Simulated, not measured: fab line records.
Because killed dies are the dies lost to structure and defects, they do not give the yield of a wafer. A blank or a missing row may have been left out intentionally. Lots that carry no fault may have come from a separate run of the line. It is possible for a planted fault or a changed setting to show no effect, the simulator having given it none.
Matching of chambers + flow n5 finfet + N5_PMOS_HMC_CHANNEL_EPI_DESCUM_14 on rie diel-02: 4 sister chambers
The step chemistry O2, time 7.9 s. 16 wafers are shown with their chamber, then 8 later ones without.

== EACH WAFER AND ITS CHAMBER ==
| wafer  | chamber | oes product au (a.u.) | throttle valve pct (%) | drypump motor current A (A) |
|--------|---------|-----------------------|------------------------|-----------------------------|
| L079.2 | 1       | 0.67                  | 20.75                  | 5.0                         |
| L079.3 | 0       | 0.74                  | 20.67                  | 5.8                         |
| L079.4 | 3       | 0.68                  | 20.76                  | 5.7                         |
| L081.1 | 3       | 0.69                  | 20.77                  | 5.7                         |
| L081.4 | 1       | 0.67                  | 20.75                  | 5.1                         |
| L081.5 | 1       | 0.66                  | 20.74                  | 5.1                         |
| L082.1 | 2       | 0.94                  | 20.28                  | 5.9                         |
| L082.3 | 0       | 0.73                  | 20.67                  | 5.8                         |
| L082.4 | 3       | 0.69                  | 20.76                  | 5.7                         |
| L083.3 | 0       | 0.72                  | 20.68                  | 5.7                         |
| L083.5 | 1       | 0.66                  | 20.74                  | 5.1                         |
| L083.6 | 2       | 0.94                  | 20.30                  | 5.8                         |
| L085.2 | 0       | 0.73                  | 20.69                  | 5.8                         |
| L085.3 | 1       | 0.67                  | 20.76                  | 5.1                         |
| L085.4 | 0       | 0.74                  | 20.70                  | 5.7                         |
| L088.1 | 0       | 0.73                  | 20.69                  | 5.8                         |

SIGNATURES, as means of the wafers listed above
| reading                 | chamber 0 | chamber 1 | chamber 2 | chamber 3 | scatter within a chamber |
|-------------------------|-----------|-----------|-----------|-----------|--------------------------|
| oes product au          | 0.7317    | 0.6660    | 0.9400    | 0.6867    | 0.00626                  |
| throttle valve pct      | 20.6833   | 20.7480   | 20.2900   | 20.7633   | 0.0103                   |
| drypump motor current A | 5.767     | 5.080     | 5.850     | 5.700     | 0.0468                   |
Rule: for a wafer and a chamber, the distance is found by dividing, reading by reading, the gap between the wafer's reading and the chamber's mean by the reading's scatter, squaring, summing and taking the root. The wafer belongs to the nearest chamber; if the next one is less than 2 further off, it can't be placed. The scatter: the root of (the sum of the squares of (reading less its chamber's mean) over the shown wafers, divided by (wafers less chambers)).

== WAFERS MISSING THEIR CHAMBER ==
| wafer  | oes product au (a.u.) | throttle valve pct (%) | drypump motor current A (A) |
|--------|-----------------------|------------------------|-----------------------------|
| L088.5 | 0.72                  | 20.70                  | 5.7                         |
| L088.6 | 0.65                  | 20.77                  | 5.0                         |
| L093.1 | 0.72                  | 20.70                  | 5.7                         |
| L093.2 | 0.90                  | 20.31                  | 5.8                         |
| L093.4 | 0.72                  | 20.70                  | 5.7                         |
| L095.3 | 0.96                  | 20.39                  | 5.7                         |
| L095.5 | 0.72                  | 20.70                  | 5.8                         |
| L095.6 | 0.88                  | 20.32                  | 5.8                         |

== THE CHAMBER EACH PASSED THROUGH ==
| wafer  | from the rows above | in truth                   |
|--------|---------------------|----------------------------|
| L088.5 | 0                   | 0                          |
| L088.6 | 1                   | 1                          |
| L093.1 | 0                   | 0                          |
| L093.2 | 2                   | 2                          |
| L093.4 | 0                   | 0                          |
| L095.3 | 2                   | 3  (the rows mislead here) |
| L095.5 | 0                   | 0                          |
| L095.6 | 2                   | 2                          |
Placed correctly: 7 of 8. Not placeable from these rows: 0. Placed wrongly: 1.
